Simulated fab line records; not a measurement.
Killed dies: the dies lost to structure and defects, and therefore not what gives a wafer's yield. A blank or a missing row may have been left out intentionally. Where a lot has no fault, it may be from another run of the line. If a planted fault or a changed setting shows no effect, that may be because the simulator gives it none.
Matching of chambers || flow nand-harc || NHARC_P_BONDPAD_STRIP_15 on rie-diel-13 has 4 sister chambers
The step strips in O2. 14 wafers are shown with their chamber, then 7 later ones without.

== WAFERS, EACH WITH ITS CHAMBER ==
{"wafer": "L081.1", "chamber": 3, "drypump-motor-current-A (A)": 5.5, "oes-product-au (a.u.)": 0.988, "throttle-valve-pct (%)": 17.029}
{"wafer": "L081.2", "chamber": 1, "drypump-motor-current-A (A)": 4.7, "oes-product-au (a.u.)": 1.013, "throttle-valve-pct (%)": 17.062}
{"wafer": "L081.3", "chamber": 2, "drypump-motor-current-A (A)": 4.9, "oes-product-au (a.u.)": 0.997, "throttle-valve-pct (%)": 17.040}
{"wafer": "L083.3", "chamber": 0, "drypump-motor-current-A (A)": 5.7, "oes-product-au (a.u.)": 1.000, "throttle-valve-pct (%)": 17.031}
{"wafer": "L083.4", "chamber": 1, "drypump-motor-current-A (A)": 4.7, "oes-product-au (a.u.)": 0.991, "throttle-valve-pct (%)": 17.029}
{"wafer": "L083.5", "chamber": 0, "drypump-motor-current-A (A)": 5.8, "oes-product-au (a.u.)": 0.996, "throttle-valve-pct (%)": 17.038}
{"wafer": "L084.2", "chamber": 3, "drypump-motor-current-A (A)": 5.5, "oes-product-au (a.u.)": 0.984, "throttle-valve-pct (%)": 17.033}
{"wafer": "L084.5", "chamber": 1, "drypump-motor-current-A (A)": 4.7, "oes-product-au (a.u.)": 0.994, "throttle-valve-pct (%)": 17.040}
{"wafer": "L084.6", "chamber": 3, "drypump-motor-current-A (A)": 5.5, "oes-product-au (a.u.)": 0.985, "throttle-valve-pct (%)": 17.047}
{"wafer": "L085.1", "chamber": 1, "drypump-motor-current-A (A)": 4.7, "oes-product-au (a.u.)": 0.996, "throttle-valve-pct (%)": 17.026}
{"wafer": "L085.3", "chamber": 2, "drypump-motor-current-A (A)": 4.9, "oes-product-au (a.u.)": 0.994, "throttle-valve-pct (%)": 17.040}
{"wafer": "L085.6", "chamber": 2, "drypump-motor-current-A (A)": 4.9, "oes-product-au (a.u.)": 0.991, "throttle-valve-pct (%)": 17.044}
{"wafer": "L088.2", "chamber": 2, "drypump-motor-current-A (A)": 4.9, "oes-product-au (a.u.)": 0.989, "throttle-valve-pct (%)": 17.037}
{"wafer": "L088.5", "chamber": 0, "drypump-motor-current-A (A)": 5.8, "oes-product-au (a.u.)": 1.001, "throttle-valve-pct (%)": 17.024}

SIGNATURES (averages over the wafers above)
{"reading": "drypump-motor-current-A", "chamber 0": 5.767, "chamber 1": 4.700, "chamber 2": 4.900, "chamber 3": 5.500, "scatter within a chamber": 0.0258}
{"reading": "oes-product-au", "chamber 0": 0.99900, "chamber 1": 0.99850, "chamber 2": 0.99275, "chamber 3": 0.98567, "scatter within a chamber": 0.00594}
{"reading": "throttle-valve-pct", "chamber 0": 17.03100, "chamber 1": 17.03925, "chamber 2": 17.04025, "chamber 3": 17.03633, "scatter within a chamber": 0.0105}
Rule: a wafer's distance from a chamber is the root of the sum, over the readings, of the square of ((its reading less the chamber's mean) divided by the reading's scatter). The wafer belongs to the nearest chamber; if the next one is less than 2 further off, it can't be placed. The scatter: take each reading less its chamber's mean, square it, sum over the shown wafers, divide by the number of wafers less the number of chambers, and take the root.

== WAFERS WITHOUT THEIR CHAMBER ==
{"wafer": "L088.6", "drypump-motor-current-A (A)": 5.5, "oes-product-au (a.u.)": 0.996, "throttle-valve-pct (%)": 17.033}
{"wafer": "L090.1", "drypump-motor-current-A (A)": 5.8, "oes-product-au (a.u.)": 1.001, "throttle-valve-pct (%)": 17.046}
{"wafer": "L090.4", "drypump-motor-current-A (A)": 5.5, "oes-product-au (a.u.)": 0.991, "throttle-valve-pct (%)": 17.033}
{"wafer": "L090.5", "drypump-motor-current-A (A)": 4.9, "oes-product-au (a.u.)": 0.995, "throttle-valve-pct (%)": 17.035}
{"wafer": "L097.1", "drypump-motor-current-A (A)": 4.7, "oes-product-au (a.u.)": 1.007, "throttle-valve-pct (%)": 17.034}
{"wafer": "L097.3", "drypump-motor-current-A (A)": 5.7, "oes-product-au (a.u.)": 0.999, "throttle-valve-pct (%)": 17.037}
{"wafer": "L097.6", "drypump-motor-current-A (A)": 5.5, "oes-product-au (a.u.)": 0.985, "throttle-valve-pct (%)": 17.030}

== WHICH CHAMBER EACH ONE RAN IN ==
{"wafer": "L088.6", "from the rows above": 3, "in truth": 3}
{"wafer": "L090.1", "from the rows above": 0, "in truth": 0}
{"wafer": "L090.4", "from the rows above": 3, "in truth": 3}
{"wafer": "L090.5", "from the rows above": 2, "in truth": 2}
{"wafer": "L097.1", "from the rows above": 1, "in truth": 1}
{"wafer": "L097.3", "from the rows above": 0, "in truth": 0}
{"wafer": "L097.6", "from the rows above": 3, "in truth": 3}
Placed correctly: 7 of 7. Left unplaced by these rows: 0. Number placed wrongly: 0.
